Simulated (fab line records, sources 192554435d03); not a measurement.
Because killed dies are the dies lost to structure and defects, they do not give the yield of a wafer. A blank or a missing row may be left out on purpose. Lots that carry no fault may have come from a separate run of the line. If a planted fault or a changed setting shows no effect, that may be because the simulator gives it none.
A single fault, viewed from 2 desks -- flow n5 finfet -- numbers are kept per desk, each desk with only its own; the story behind them comes last

== FOR THE TOOL OWNER'S DESK: rie diel-01 ==
The tool's own readings at N5_BEOL_M7_TRENCH_ETCH_37 (etches SiCOH lowk in C4F6/O2, target depth 93.478 nm, time 31.2 s): means of the sampled wafers that have a number, for each lot that ran on this tool. If a lot's mean is further than 4 standard deviations from the usual mean, the lot is out of limits and carries the mark OUT (the distance appears in the brackets).
Columns: A = drypump motor current A at N5_BEOL_M7_TRENCH_ETCH_37, usual 5.7 A; B = oes_f_703_au at N5_BEOL_M7_TRENCH_ETCH_37, usual 0.80 a.u.; C = oes product au at N5_BEOL_M7_TRENCH_ETCH_37, usual 0.80 a.u.; D = rf vpp V at N5_BEOL_M7_TRENCH_ETCH_37, usual 664 V; E = showerhead plenum p Torr at N5_BEOL_M7_TRENCH_ETCH_37, usual 2.85 Torr; F = throttle valve pct at N5_BEOL_M7_TRENCH_ETCH_37, usual 20.88 %
lot,first seen here,A,B,C,D,E,F
L135,day 9 10:18,5.5,0.89,0.89,671,2.85,20.69
L141,day 11 07:35,5.5,0.86,0.86,671,2.85,20.71
L147,day 12 21:02,5.7,0.78,0.72,666,2.79,20.77
L151,day 13 06:04,5.4,0.85,0.75,668,2.83,20.59
Finding of this desk: none of the 4 lots has anything out of limits.

== AT THE METROLOGY DESK ==
Lot by lot, what the gauges showed, no matter which tool ran the lot: averages of those sampled wafers that carry a number. If a lot's mean is further than 4 standard deviations from the usual mean, the lot is out of limits and carries the mark OUT (the distance appears in the brackets). Readings shown: 7 out of 29 (the first out of limits, and those lying furthest out on some lot).
Columns: A = trench depth nm at N5_BEOL_M7_OCD_MEAS_38, usual 93.4 nm; B = M7_THK at N5_BEOL_M7_THK_MEAS_53, usual 81.6 nm; C = M7_RS at N5_BEOL_M7_RS_MEAS_57, usual 0.286 ohm/sq; D = COMB_M5 at N5_BEOL_M15_RC_MEAS_101, usual 3.6e-11 S/m; E = SERP_M5 at N5_BEOL_M15_RC_MEAS_101, usual 38.5 ohm/um; F = SERP_M7 at N5_BEOL_M15_RC_MEAS_101, usual 13.8 ohm/um; G = SERP_M7_max_site at N5_BEOL_M15_RC_MEAS_101, usual 14.4 ohm/um
lot,first seen here,A,B,C,D,E,F,G
L135,day 9 10:28,95.0,82.8,0.283,5.6e-11,38.1,13.6,14.1
L141,day 11 07:44,93.9,80.7,0.289,3.2e-11,36.8,14.1,14.9
L147,day 12 21:11,85.0 (-6.0) OUT,73.3 (-4.9) OUT,0.333 (+7.4) OUT,4.0e-11,37.0,16.4 (+5.8) OUT,17.1 (+5.5) OUT
L151,day 13 06:14,77.0 (-12) OUT,64.0 (-10) OUT,0.383 (+15) OUT,3.7e-11,38.8,18.1 (+9.7) OUT,18.8 (+8.8) OUT
L153,day 14 10:05,93.8,81.6,0.285,3.2e-11,39.2,14.2,14.7
L154,day 14 13:14,93.5,80.9,0.292,3.7e-11,38.5,14.2,14.8
L155,day 14 13:23,91.4,80.3,0.294,3.7e-11,41.6,14.4,14.7
Finding of this desk: L147, L151 out of limits; the first was L147 at day 12 21:11, on trench depth nm at N5_BEOL_M7_OCD_MEAS_38. Within limits: L135, L141, L153, L154, L155.

== BROUGHT TOGETHER ==
L147, L151 would have let the metrology desk raise an alarm at day 12 21:11.
The tool owner's desk saw nothing out of limits.
Tool owner's desk: L147, L151 on record, inside its limits.
All the named lots went through N5_BEOL_M7_TRENCH_ETCH_37 on rie diel-01.

== WHAT HAD BEEN PUT IN BY THE SIMULATOR ==
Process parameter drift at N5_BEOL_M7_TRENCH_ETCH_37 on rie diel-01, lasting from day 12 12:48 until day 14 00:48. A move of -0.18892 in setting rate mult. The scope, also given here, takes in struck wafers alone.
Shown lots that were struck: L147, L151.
Delay in hours, fault start to first out-of-limits reading, per desk: metrology desk 8.
